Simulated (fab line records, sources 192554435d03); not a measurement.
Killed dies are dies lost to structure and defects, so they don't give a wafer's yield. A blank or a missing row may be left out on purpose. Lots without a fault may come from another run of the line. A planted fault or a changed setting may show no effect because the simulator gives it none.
fab line records | flow n5_finfet | part 1 of 2: steps 1 to 26 of 37
record lots=5 wafers=15 last_day=19
route steps=1938 shown PMOS_HMC_CHANNEL_EPI@70 FIN_SAQP@90
lots that met no fault: from a run of the same line without faults
start_h: hours from the record's first day to the start of the lot's first wafer shown | wait_h: hours since the lot's step before | " the same as in the row above | L1.1+2: a row that stands for several wafers | - no value, or no start given | * or withheld: withheld | < > ~ a bound
route shown NAME@n: a module of which the file shows steps, and the number in the route of the first | usual: mean/standard deviation of fault-free wafers | same: alike in all rows | chamber/n: place in a boat | sites: the reading at each site | _std_site: their standard deviation | _edge_site: outer sites' mean less inner sites' | radius_mm: how far each site lies from the wafer's centre | mask NAME#n: copy n | behind: the tool/chamber that last shaped the wafer | hold: why the lot was held/for how many hours/how that ended | device: the transistor (n, p or np) that didn't switch | end of line: the same wafers' tests at the end of the route | a step without rows: its recipe alone | killed: dies lost to structure and defects at the first sort, not the wafer's yield | map: a wafer's dies, x killed, . not, _ none there
set.NAME: the setting as run; set.NAME@STEP: as run at that earlier step | model.NAME: the simulator's own value behind a step, which no gauge read
lots at some steps of the route; a table a step, a row a wafer
services: from which hour (start_h, from the record's first day; less than 0 if before it) a tool's chamber was out of use, for how many hours, and why
## steps
# step N5_PMOS_HMC_CHANNEL_EPI_HM_OPEN_15
# recipe chemistry=CHF3/O2 target=SiO2 mask_material=CAR-ArF-block target_depth_a=406 CHF3_flow_sccm=50 O2_flow_sccm=5 Ar_flow_sccm=200 time_s=20.3 pressure_mtorr=30 source_w=650 bias_w=170 ion_energy_ev=200
# usual drypump_motor_current_A=5.9/0.35 oes_f_703_au=0.80/0.088 oes_product_au=0.79/0.087 rf_vpp_V=518/7.9 showerhead_plenum_p_Torr=2.41/0.089 throttle_valve_pct=18.85/0.17
# columns lot.wafer tool chamber start_h wait_h drypump_motor_current_A oes_f_703_au oes_product_au rf_hours_counter_h rf_vpp_V showerhead_plenum_p_Torr throttle_valve_pct
L074.2 rie_diel-01 3 17.23 0.0 6.3 0.83 0.83 103 516 2.54 19.03
L074.3 " 1 " " 6.1 0.86 0.84 62 509 2.35 18.75
L074.4 " 0 " " 6.2 0.88 0.88 49 531 2.25 18.94
L077.1 rie_diel-01 0 35.76 0.0 6.1 0.86 0.88 54 531 2.25 18.93
L077.4 " 2 " " 6.0 0.74 0.73 211 515 2.48 18.82
L077.5 " 0 " " 6.1 0.87 0.87 - 531 2.25 18.93
L084.1 rie_diel-04 0 77.30 0.0 5.7 0.77 0.77 117 511 2.44 18.83
L084.4 " 2 " " 5.9 0.71 0.69 248 507 2.36 19.12
L084.5 " 3 " " 5.2 1.01 0.98 - 534 2.45 18.62
L085.2 rie_diel-04 3 84.04 0.0 5.2 0.99 0.98 6 532 2.45 18.63
L085.3 " 1 " " 6.3 0.75 0.72 218 513 2.46 19.23
L085.6 " 3 " " 5.2 1.00 0.98 - 533 2.45 18.62
L089.1 rie_diel-06 0 108.10 0.0 5.9 0.69 0.70 248 516 2.38 18.70
L089.2 " 1 " " 5.8 0.69 0.69 202 518 2.48 18.77
L089.4 " 2 " " 5.2 0.68 0.67 226 526 2.47 18.85
# step N5_PMOS_HMC_CHANNEL_EPI_STRIP_33
# recipe chemistry=N2/H2 power_w=500 temp_c=40 pressure_mtorr=50 rf_frequency_hz=6e+07 overash_fraction=0.3 bias_power_w=8 h2_frac=0.5 n2_flow_sccm=300 h2_flow_sccm=300
# usual drypump_motor_current_A=6.0/0.36 oes_product_au=0.79/0.088 rf_vpp_V=54.4/1.8 showerhead_plenum_p_Torr=3.37/0.13 throttle_valve_pct=19.1/0.45
# same overash_fraction=0.3
# columns lot.wafer tool chamber start_h wait_h drypump_motor_current_A oes_product_au rf_hours_counter_h rf_vpp_V showerhead_plenum_p_Torr throttle_valve_pct
L074.2 rie_diel-01 3 17.29 0.0 6.4 0.83 103 53.0 3.54 19.6
L074.3 " 1 " " 6.1 0.85 62 54.0 3.28 19.1
L074.4 " 0 " " 6.1 0.86 49 53.3 3.16 19.3
L077.1 rie_diel-01 0 35.82 0.0 6.1 0.85 54 53.4 3.15 19.3
L077.4 " 2 " " 6.1 0.71 211 53.1 3.48 19.6
L077.5 " 0 " " 6.1 0.86 - 56.1 3.15 19.3
L084.1 rie_diel-04 0 77.35 0.0 5.7 0.79 117 53.9 3.37 18.5
L084.4 " 2 " " 5.9 0.69 248 56.1 3.30 18.9
L084.5 " 3 " " 5.3 1.00 - 54.3 3.44 19.0
L085.2 rie_diel-04 3 84.09 0.0 5.2 0.98 6 55.8 3.44 19.0
L085.3 " 1 " " 6.4 0.72 218 52.3 3.45 19.7
L085.6 " 3 " " 5.3 0.97 - 56.1 3.44 19.1
L089.1 rie_diel-06 0 108.16 0.0 5.9 0.68 248 58.0 3.30 18.6
L089.2 " 1 " " 5.7 0.72 202 54.8 3.46 18.7
L089.4 " 2 " " 5.2 0.67 226 54.8 3.46 18.8
# step N5_PMOS_HMC_CHANNEL_EPI_STRIP_17
# recipe chemistry=SPM time_s=750 temp_c=130 h2so4_h2o2_vol_ratio=4 dry=ipa_marangoni
# columns lot.wafer tool chamber start_h wait_h
L074.2+3+4 wet_bench-06 4,1,6 17.35 -
L077.1+4+5 wet_bench-05 0,6,2 35.88 -
L084.1+4+5 wet_bench-05 6,7,1 77.42 -
L085.2+3+6 wet_bench-06 1,0,2 84.16 -
L089.1+2+4 wet_bench-05 1,6,4 108.23 -
# step N5_PMOS_HMC_CHANNEL_EPI_ETCH_38
# recipe chemistry=CF4 target=SiO2 target_depth_a=15 ion_energy_ev=350 pressure_mtorr=10 icp_w=800 bias_w=400 cf4_flow_sccm=80
# usual drypump_motor_current_A=5.9/0.35 oes_product_au=1.004/0.016 throttle_valve_pct=21.88/0.21
# columns lot.wafer tool chamber start_h wait_h drypump_motor_current_A oes_product_au rf_hours_counter_h throttle_valve_pct
L074.2 rie_si-04 2 17.59 0.0 5.2 1.026 87 21.73
L074.3 " 1 " " 5.8 1.030 47 21.75
L074.4 " 3 " " 6.5 0.989 111 22.08
L077.1 rie_si-04 1 36.14 0.0 5.8 1.042 47 21.76
L077.4 " 3 " " 6.5 0.984 111 22.07
L077.5 " 2 " " 5.2 1.030 - 21.72
L084.1 rie_si-03 3 77.66 0.0 6.1 1.000 59 22.13
L084.4 " 1 " " 6.0 0.990 91 21.94
L084.5 " 0 " " 5.8 0.986 - 21.45
L085.2 rie_si-05 1 84.39 0.0 6.2 0.994 93 21.87
L085.3 " 3 " " 5.7 1.032 15 22.01
L085.6 " 2 " " 6.1 1.001 - 21.80
L089.1 rie_si-03 2 108.47 0.0 6.2 1.004 29 21.99
L089.2 " 3 " " 6.1 1.010 60 22.14
L089.4 " 1 " " 6.0 0.981 91 21.95
# step N5_PMOS_HMC_CHANNEL_EPI_FIN_RECESS_16
# recipe chemistry=HBr/Cl2 target=Si mask_material=SiO2 target_depth_a=540 time_s=18 pressure_mtorr=10 icp_w=800 bias_w=75 HBr_flow_sccm=150 Cl2_flow_sccm=80
# usual drypump_motor_current_A=5.9/0.35 oes_product_au=1.003/0.017 throttle_valve_pct=35.56/0.28
# columns lot.wafer tool chamber start_h wait_h drypump_motor_current_A oes_product_au rf_hours_counter_h throttle_valve_pct
L074.2 rie_si-04 2 17.61 0.0 5.2 1.028 87 35.32
L074.3 " 1 " " 5.8 1.015 47 35.49
L074.4 " 3 " " 6.5 0.997 111 35.55
L077.1 rie_si-04 1 36.16 0.0 5.8 1.024 47 35.45
L077.4 " 3 " " 6.5 0.994 111 35.57
L077.5 " 2 " " 5.2 1.029 - 35.30
L084.1 rie_si-03 3 77.68 0.0 6.1 1.009 59 36.09
L084.4 " 1 " " 6.0 1.003 91 35.92
L084.5 " 0 " " 5.7 0.993 - 35.13
L085.2 rie_si-05 1 84.41 0.0 6.3 0.996 93 35.51
L085.3 " 3 " " 5.7 1.025 15 35.63
L085.6 " 2 " " 6.1 0.998 - 35.41
L089.1 rie_si-03 2 108.49 0.0 6.3 1.003 29 35.58
L089.2 " 3 " " 6.1 1.010 60 36.11
L089.4 " 1 " " 6.0 0.986 91 35.92
# step N5_PMOS_HMC_CHANNEL_EPI_PRECLEAN_36
# recipe chemistry=O3/DIW time_s=45 temp_c=22 o3_ppm=10
# columns lot.wafer tool chamber start_h wait_h
L074.2+3+4 wet_bench-05 3,4,5 17.71 0.1
L077.1+4+5 wet_bench-06 0,4,5 36.26 0.1
L084.1+4+5 wet_bench-02 1,7,6 77.78 0.1
L085.2+3+6 wet_bench-05 0,5,1 84.51 0.1
L089.1+2+4 wet_bench-05 5,4,7 108.58 0.1
# step N5_PMOS_HMC_CHANNEL_EPI_PRECLEAN_18
# recipe chemistry=DHF time_s=30 temp_c=25 dilution=withheld
# columns lot.wafer tool chamber start_h wait_h
L074.2+3+4 wet_bench-05 3,4,5 17.72 0.0
L077.1+4+5 wet_bench-06 0,4,5 36.27 0.0
L084.1+4+5 wet_bench-02 1,7,6 77.79 0.0
L085.2+3+6 wet_bench-05 0,5,1 84.53 0.0
L089.1+2+4 wet_bench-05 5,4,7 108.60 0.0
# step N5_PMOS_HMC_CHANNEL_EPI_SRD_19
# recipe dry=ipa_marangoni do_ppb=5 time_s=30 temp_c=23 rinse_liquid=diw
# columns lot.wafer tool chamber start_h wait_h
L074.2+3+4 wet_bench-05 3,4,5 17.73 0.0
L077.1+4+5 wet_bench-06 0,4,5 36.28 0.0
L084.1+4+5 wet_bench-02 1,7,6 77.80 0.0
L085.2+3+6 wet_bench-05 0,5,1 84.54 0.0
L089.1+2+4 wet_bench-05 5,4,7 108.61 0.0
# step N5_PMOS_HMC_CHANNEL_EPI_EPI_20
# recipe material=SiGe30 mask_material=SiO2 pressure_torr=20 target_thk_a=590 temp_c=600
# columns lot.wafer tool chamber start_h wait_h
L074.2+3+4 epi_rpcvd-01 0 18.05 0.3
L077.1+4+5 epi_rpcvd-02 0 36.33 0.0
L084.1+4+5 epi_rpcvd-04 0 77.85 0.0
L085.2+3+6 epi_rpcvd-01 0 84.79 0.2
L089.1+2+4 epi_rpcvd-02 0 108.66 0.0
# step N5_PMOS_HMC_CHANNEL_EPI_HM_STRIP_35
# recipe chemistry=dHF temp_c=25 material=SiO2 target=SiO2 target_depth_a=396 time_s=216
# columns lot.wafer tool chamber start_h wait_h
L074.2+3+4 wet_bench-06 6,0,2 19.41 1.1
L077.1+4+5 wet_bench-06 1,0,2 37.97 1.4
L084.1+4+5 wet_bench-02 4,5,1 79.09 1.0
L085.2+3+6 wet_bench-02 4,0,7 85.82 0.8
L089.1+2+4 wet_bench-02 3,7,5 109.89 1.0
# step N5_PMOS_HMC_CHANNEL_EPI_SRD_39
# recipe dry=ipa_marangoni time_s=30 temp_c=23 rinse_liquid=diw
# columns lot.wafer tool chamber start_h wait_h
L074.2+3+4 wet_bench-06 6,0,2 19.48 0.0
L077.1+4+5 wet_bench-06 1,0,2 38.04 0.0
L084.1+4+5 wet_bench-02 4,5,1 79.15 0.0
L085.2+3+6 wet_bench-02 4,0,7 85.88 0.0
L089.1+2+4 wet_bench-02 3,7,5 109.95 0.0
# step N5_PMOS_HMC_CHANNEL_EPI_CMP_21
# recipe material=SiGe30 post_cmp_clean=alkaline_brush target_thk_nm=54
# usual motor_current_A=12.0/1.4
# columns lot.wafer tool chamber start_h wait_h motor_current_A
L074.2 cmp-01 0 19.52 0.0 13.1
L074.4 " 2 " " 12.1
L074.3 " 3 " " 12.4
L077.4 cmp-01 3 38.15 0.1 11.4
L077.1 " 0 " " 13.6
L077.5 " 1 " " 14.1
L084.4 cmp-02 3 79.19 0.0 10.7
L084.1 " 2 " " 12.5
L084.5 " 0 " " 12.0
L085.3 cmp-03 1 85.92 0.0 11.7
L085.2 " 2 " " 13.8
L085.6 " 2 " " 14.4
L089.2 cmp-01 3 110.03 0.1 11.6
L089.4 " 0 " " 14.1
L089.1 " 1 " " 13.9
# step N5_PMOS_HMC_CHANNEL_EPI_THK_MEAS_22
# recipe reads=SiGe30_of_PMOS_HMC_CHANNEL_EPI_EPI_20
# usual HMC_CMP_THK=54.1/0.87
# columns lot.wafer tool chamber start_h wait_h HMC_CMP_THK[nm]
L074.2 film_metro-02 - 19.82 - 53.7
L074.3 " - " " 55.2
L074.4 " - " " 54.8
L077.1 film_metro-01 - 38.37 - 56.0
L077.4 " - " " 54.6
L077.5 " - " " 54.1
L084.1 film_metro-01 - 79.48 - 54.9
L084.4 " - " " 54.5
L084.5 " - " " 53.4
L085.2 film_metro-01 - 86.22 - 55.1
L085.3 " - " " 54.0
L085.6 " - " " 53.7
L089.1 film_metro-02 - 110.29 - 53.9
L089.2 " - " " 54.5
L089.4 " - " " 54.2
# step N5_PMOS_HMC_CHANNEL_EPI_PRECLEAN_40
# recipe chemistry=DHF time_s=30 temp_c=25 dilution=withheld
# columns lot.wafer tool chamber start_h wait_h
L074.2+3+4 wet_bench-06 7,1,2 19.84 0.0
L077.1+4+5 wet_bench-06 5,6,3 38.40 0.0
L084.1+4+5 wet_bench-02 1,0,6 79.51 0.0
L085.2+3+6 wet_bench-05 5,1,6 86.25 0.0
L089.1+2+4 wet_bench-06 3,7,4 110.31 0.0
# step N5_PMOS_HMC_CHANNEL_EPI_PRECLEAN_37
# recipe chemistry=O3/DIW time_s=45 temp_c=22 o3_ppm=10
# columns lot.wafer tool chamber start_h wait_h
L074.2+3+4 wet_bench-06 7,1,2 19.86 0.0
L077.1+4+5 wet_bench-06 5,6,3 38.41 0.0
L084.1+4+5 wet_bench-02 1,0,6 79.52 0.0
L085.2+3+6 wet_bench-05 5,1,6 86.26 0.0
L089.1+2+4 wet_bench-06 3,7,4 110.32 0.0
# step N5_PMOS_HMC_CHANNEL_EPI_PRECLEAN_24
# recipe chemistry=DHF time_s=30 temp_c=25 dilution=withheld
# columns lot.wafer tool chamber start_h wait_h
L074.2+3+4 wet_bench-06 7,1,2 19.87 0.0
L077.1+4+5 wet_bench-06 5,6,3 38.42 0.0
L084.1+4+5 wet_bench-02 1,0,6 79.53 0.0
L085.2+3+6 wet_bench-05 5,1,6 86.27 0.0
L089.1+2+4 wet_bench-06 3,7,4 110.34 0.0
# step N5_PMOS_HMC_CHANNEL_EPI_SRD_25
# recipe dry=ipa_marangoni do_ppb=5 time_s=30 temp_c=23 rinse_liquid=diw
# columns lot.wafer tool chamber start_h wait_h
L074.2+3+4 wet_bench-06 7,1,2 19.88 0.0
L077.1+4+5 wet_bench-06 5,6,3 38.43 0.0
L084.1+4+5 wet_bench-02 1,0,6 79.54 0.0
L085.2+3+6 wet_bench-05 5,1,6 86.28 0.0
L089.1+2+4 wet_bench-06 3,7,4 110.35 0.0
# step N5_PMOS_HMC_CHANNEL_EPI_EPI_26
# recipe material=Si target_thk_a=38 temp_c=650 precursor=SiH4/H2 pressure_torr=20 time_s=22.7
# usual throttle_valve_pct=11.2/0.34
# columns lot.wafer tool chamber start_h wait_h throttle_valve_pct
L074.2 epi_rpcvd-04 0 19.98 0.1 11.5
L074.3 " 0 " " 11.8
L074.4 " 0 " " 11.6
L077.1 epi_rpcvd-04 0 38.48 0.0 11.8
L077.4 " 0 " " 11.9
L077.5 " 0 " " 11.5
L084.1 epi_rpcvd-02 0 79.59 0.0 10.8
L084.4 " 0 " " 11.2
L084.5 " 0 " " 11.1
L085.2 epi_rpcvd-04 0 86.39 0.1 11.6
L085.3 " 0 " " 11.6
L085.6 " 0 " " 11.8
L089.1 epi_rpcvd-01 0 110.39 0.0 11.0
L089.2 " 0 " " 11.1
L089.4 " 0 " " 11.1
# step N5_PMOS_HMC_CHANNEL_EPI_INSPECT_30
# recipe inspect_instrument=darkfield mode=post_epi
# usual raw_defect_count=18/6
# columns lot.wafer tool chamber start_h wait_h raw_defect_count
L074.2 defect_inspect-02 - 20.30 0.0 19
L074.3 " - " " 22
L074.4 " - " " 10
L077.1 defect_inspect-02 - 38.85 0.0 23
L077.4 " - " " 6
L077.5 " - " " 25
L084.1 defect_inspect-02 - 79.96 0.0 26
L084.4 " - " " 13
L084.5 " - " " 19
L085.2 defect_inspect-01 - 86.82 0.0 24
L085.3 " - " " 20
L085.6 " - " " 27
L089.1 defect_inspect-01 - 110.76 0.0 13
L089.2 " - " " 26
L089.4 " - " " 16
# step N5_FIN_SAQP_PRECLEAN_42
# recipe chemistry=O3/DIW time_s=60 temp_c=22 o3_ppm=10
# columns lot.wafer tool chamber start_h wait_h
L074.2+3+4 wet_bench-03 0,2,1 20.33 0.0
L077.1+4+5 wet_bench-01 6,5,7 38.88 0.0
L084.1+4+5 wet_bench-04 2,5,3 79.99 0.0
L085.2+3+6 wet_bench-04 0,2,1 86.84 0.0
L089.1+2+4 wet_bench-04 4,7,6 110.79 0.0
# step N5_FIN_SAQP_PRECLEAN_00
# recipe chemistry=SC1 time_s=60 temp_c=55 mix=1:2:50
# usual diw_flow_mL_min=1415/4.2
# columns lot.wafer tool chamber start_h wait_h diw_flow_mL_min
L074.2 wet_bench-03 0 20.35 0.0 1419
L074.3 " 2 " " 1422
L074.4 " 1 " " 1412
L077.1 wet_bench-01 6 38.90 0.0 1416
L077.4 " 5 " " 1407
L077.5 " 7 " " 1421
L084.1 wet_bench-04 2 80.01 0.0 1411
L084.4 " 5 " " 1417
L084.5 " 3 " " 1425
L085.2 wet_bench-04 0 86.86 0.0 1416
L085.3 " 2 " " 1423
L085.6 " 1 " " 1423
L089.1 wet_bench-04 4 110.81 0.0 1412
L089.2 " 7 " " 1418
L089.4 " 6 " " 1415
# step N5_FIN_SAQP_PRECLEAN_44
# recipe chemistry=SC2 time_s=45 temp_c=35 mix=1:1:50
# columns lot.wafer tool chamber start_h wait_h
L074.2+3+4 wet_bench-03 0,2,1 20.36 0.0
L077.1+4+5 wet_bench-01 6,5,7 38.92 0.0
L084.1+4+5 wet_bench-04 2,5,3 80.03 0.0
L085.2+3+6 wet_bench-04 0,2,1 86.88 0.0
L089.1+2+4 wet_bench-04 4,7,6 110.83 0.0
# step N5_FIN_SAQP_SRD_01
# recipe dry=ipa_marangoni time_s=30 temp_c=23 rinse_liquid=diw
# columns lot.wafer tool chamber start_h wait_h
L074.2+3+4 wet_bench-03 0,2,1 20.38 0.0
L077.1+4+5 wet_bench-01 6,5,7 38.93 0.0
L084.1+4+5 wet_bench-04 2,5,3 80.04 0.0
L085.2+3+6 wet_bench-04 0,2,1 86.89 0.0
L089.1+2+4 wet_bench-04 4,7,6 110.84 0.0
# step N5_FIN_SAQP_ALD_61
# recipe material=SiO2 target_thk_a=40 temp_c=300 ald_precursor_family=BDEAS ald_co_reactant=O2-plasma pulse_time_s=1 purge_time_s=2 co_reactant_purge_time_s=2 ald_cycles=43 pressure_torr=2
# usual heater_power_w=493/40 precursor_pulse_height_rel=1.001/0.023
# same purge_time_s=2
# columns lot.wafer tool chamber start_h wait_h heater_power_w precursor_pulse_height_rel
L074.2 ald_sin-03 0 20.42 0.0 430 0.990
L074.3 " 3 " " 532 0.975
L074.4 " 2 " " 528 1.011
L077.1 ald_sin-02 3 38.98 0.0 515 1.012
L077.4 " 0 " " 456 0.997
L077.5 " 0 " " 461 1.002
L084.1 ald_sin-02 1 80.09 0.0 402 0.998
L084.4 " 2 " " 515 1.034
L084.5 " 1 " " 418 1.030
L085.2 ald_sin-04 0 86.94 0.0 528 0.998
L085.3 " 1 " " 490 0.988
L085.6 " 2 " " 461 1.000
L089.1 ald_sin-02 0 110.89 0.0 461 0.983
L089.2 " 3 " " 528 1.037
L089.4 " 2 " " 522 0.952
# step N5_FIN_SAQP_DENSIFY_62
# recipe temp_c=700 time_s=60 ambient=N2 idle_temp_c=600 ramp_up_c_per_s=150 ramp_down_c_per_s=60 cool_to_c=600
# usual lamp_power_pct=9.84/0.053 lamp_zone_1_pct=9.844/0.011 lamp_zone_3_pct=9.845/0.011 wafer_temp_C_max=703.3/0.67
# columns lot.wafer tool chamber start_h wait_h lamp_power_pct lamp_zone_1_pct lamp_zone_3_pct wafer_temp_C_max
L074.2 rtp_anneal-01 0 20.65 0.1 9.81 9.849 9.863 703.2
L074.3 " 0 " " 9.83 9.825 9.857 704.4
L074.4 " 0 " " 9.85 9.837 9.838 703.4
L077.1 rtp_anneal-01 0 39.18 0.1 9.79 9.852 9.842 702.4
L077.4 " 0 " " 9.98 9.835 9.857 703.3
L077.5 " 0 " " 9.90 9.853 9.851 703.2
L084.1 rtp_anneal-01 0 80.29 0.1 9.88 9.857 9.858 703.2
L084.4 " 0 " " 9.77 9.848 9.842 703.1
L084.5 " 0 " " 9.89 9.841 9.836 704.0
L085.2 rtp_anneal-01 0 87.17 0.1 9.86 9.844 9.856 703.3
L085.3 " 0 " " 9.77 9.846 9.833 703.4
L085.6 " 0 " " 9.85 9.846 9.855 703.2
L089.1 rtp_anneal-01 0 111.10 0.1 9.87 9.852 9.846 702.7
L089.2 " 0 " " 9.89 9.845 9.846 703.0
L089.4 " 0 " " 9.78 9.849 9.860 703.9
# step N5_FIN_SAQP_HM_DEP_03
# recipe material=SiNx target_thk_a=380 temp_c=400 precursor=SiH4/NH3/N2 pressure_torr=1.5 rf_w=300 time_s=33.6
# usual heater_power_w=867/96 showerhead_plenum_p_Torr=5.11/0.086 throttle_valve_pct=39.3/2.5
# columns lot.wafer tool chamber start_h wait_h heater_power_w showerhead_plenum_p_Torr throttle_valve_pct
L074.2 pecvd-01 0 20.85 0.2 1003 5.14 37.2
L074.3 " 2 " " 828 4.98 44.3
L074.4 " 2 " " 842 4.97 44.3
L077.1 pecvd-01 0 39.39 0.2 1024 5.15 37.4
L077.4 " 1 " " 907 5.15 40.7
L077.5 " 0 " " 1041 5.14 37.4
L084.1 pecvd-02 1 80.50 0.2 848 5.19 39.1
L084.4 " 2 " " 787 5.19 35.7
L084.5 " 0 " " 796 5.10 37.2
L085.2 pecvd-01 2 87.36 0.2 825 4.99 44.6
L085.3 " 1 " " 920 5.15 40.5
L085.6 " 0 " " 995 5.16 37.3
L089.1 pecvd-03 1 111.33 0.2 755 5.10 39.7
L089.2 " 2 " " 776 4.95 38.8
L089.4 " 1 " " 767 5.11 39.7
